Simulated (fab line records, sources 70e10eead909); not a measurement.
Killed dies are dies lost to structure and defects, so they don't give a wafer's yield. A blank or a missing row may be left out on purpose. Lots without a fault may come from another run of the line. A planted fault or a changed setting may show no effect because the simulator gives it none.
Chamber matching | flow nand_harc | NHARC_A_CONTACT_ETCH_96 on rie_diel-07: 4 sister chambers
The step etches the open film in C4F6/O2, target depth 20 nm, time 10 s. 8 wafers are shown with their chamber, then 7 later ones without.

WAFERS WITH THEIR CHAMBER
wafer  | chamber | drypump_motor_current_A (A) | showerhead_plenum_p_Torr (Torr)
L160.2 | 2       | 5.5                         | 3.64
L159.4 | 1       | 5.7                         | 4.00
L163.3 | 1       | 5.7                         | 4.00
L163.4 | 0       | 5.0                         | 4.13
L165.5 | 2       | 5.6                         | 4.23
L165.6 | 3       | 6.1                         | 3.65
L167.3 | 0       | 5.1                         | 4.13
L166.2 | 3       | 6.1                         | 3.65

WAFERS WITHOUT THEIR CHAMBER
wafer  | drypump_motor_current_A (A) | showerhead_plenum_p_Torr (Torr)
L166.3 | 5.7                         | 4.00
L175.2 | 5.5                         | 4.22
L175.5 | 5.5                         | 4.22
L175.6 | 5.7                         | 3.99
L178.1 | 6.1                         | 3.65
L178.2 | 5.5                         | 4.22
L178.4 | 5.0                         | 4.12

WHICH CHAMBER EACH WENT THROUGH
wafer  | from the rows above | in truth
L166.3 | 1                   | 1
L175.2 | 2                   | 2
L175.5 | 2                   | 2
L175.6 | 1                   | 1
L178.1 | 3                   | 3
L178.2 | 2                   | 2
L178.4 | 0                   | 0
Placed correctly: 7 of 7. Can't be placed from these rows: 0. Placed wrongly: 0.
How it was worked out, from the rows above alone: a wafer's distance from a chamber is the root of the sum, over the readings, of the square of ((its reading less the chamber's mean) divided by the reading's scatter). The wafer belongs to the nearest chamber; if the next one is less than 2 further off, it can't be placed. A chamber's mean is the mean of its shown wafers. The scatter: the root of (the sum of the squares of (reading less its chamber's mean) over the shown wafers, divided by (wafers less chambers)).
